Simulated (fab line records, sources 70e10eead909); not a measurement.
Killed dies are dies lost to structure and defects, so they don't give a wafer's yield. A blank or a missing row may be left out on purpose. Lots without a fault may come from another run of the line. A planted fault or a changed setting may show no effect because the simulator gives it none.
Chamber matching | flow nand_harc | NHARC_P_CONTACT_ETCH_18 on rie_diel-11: 4 sister chambers
The step etches the open film in C4F8/O2/Ar, target depth 481 nm, time 240.5 s. 14 wafers are shown with their chamber, then 7 later ones without.

WAFERS WITH THEIR CHAMBER
wafer  | chamber | rf_vpp_V (V) | run_length_s (s) | oes_product_au (a.u.)
L898.1 | 3       | 968          | 261.6            | 0.997
L898.3 | 0       | 972          | 262.4            | 0.996
L898.6 | 0       | 972          | 262.1            | 0.985
L900.1 | 1       | 984          | 261.6            | 0.967
L900.3 | 3       | 970          | 261.6            | 0.983
L900.5 | 1       | 984          | 261.3            | 0.960
L901.1 | 2       | 972          | 262.1            | 0.994
L901.2 | 1       | 986          | 262.0            | 0.962
L901.5 | 0       | 974          | 262.0            | 0.977
L902.1 | 1       | 985          | 261.5            | 0.963
L902.2 | 2       | 972          | 262.2            | 0.982
L902.5 | 2       | 973          | 262.9            | 0.992
L908.1 | 2       | 971          | 262.6            | 0.957
L908.2 | 1       | 985          | 261.7            | 0.959

SIGNATURES (means of the wafers above)
reading        | chamber 0 | chamber 1 | chamber 2 | chamber 3 | scatter within a chamber
rf_vpp_V       | 972.67    | 984.80    | 972.00    | 969.00    | 0.973
run_length_s   | 262.167   | 261.620   | 262.450   | 261.600   | 0.277
oes_product_au | 0.98600   | 0.96220   | 0.98125   | 0.99000   | 0.0109
Rule: a wafer's distance from a chamber is the root of the sum, over the readings, of the square of ((its reading less the chamber's mean) divided by the reading's scatter). The wafer belongs to the nearest chamber; if the next one is less than 2 further off, it can't be placed. The scatter: the root of (the sum of the squares of (reading less its chamber's mean) over the shown wafers, divided by (wafers less chambers)).

WAFERS WITHOUT THEIR CHAMBER
wafer  | rf_vpp_V (V) | run_length_s (s) | oes_product_au (a.u.)
L908.6 | 972          | 262.3            | 0.959
L911.2 | 985          | 261.2            | 0.984
L911.3 | 970          | 261.7            | 0.963
L911.5 | 971          | 261.9            | 0.967
L917.4 | 984          | 261.2            | 0.935
L918.4 | 972          | 262.2            | 0.962
L919.1 | 971          | 262.1            | 0.986

WHICH CHAMBER EACH WENT THROUGH
wafer  | from the rows above          | in truth
L908.6 | can't be placed: 2 or 0      | 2
L911.2 | 1                            | 1
L911.3 | can't be placed: 3 or 2 or 0 | 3
L911.5 | can't be placed: 2 or 0 or 3 | 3
L917.4 | 1                            | 1
L918.4 | can't be placed: 2 or 0      | 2
L919.1 | can't be placed: 2 or 0 or 3 | 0
Placed correctly: 2 of 7. Can't be placed from these rows: 5 (the true chamber is among the candidates in 5). Placed wrongly: 0.
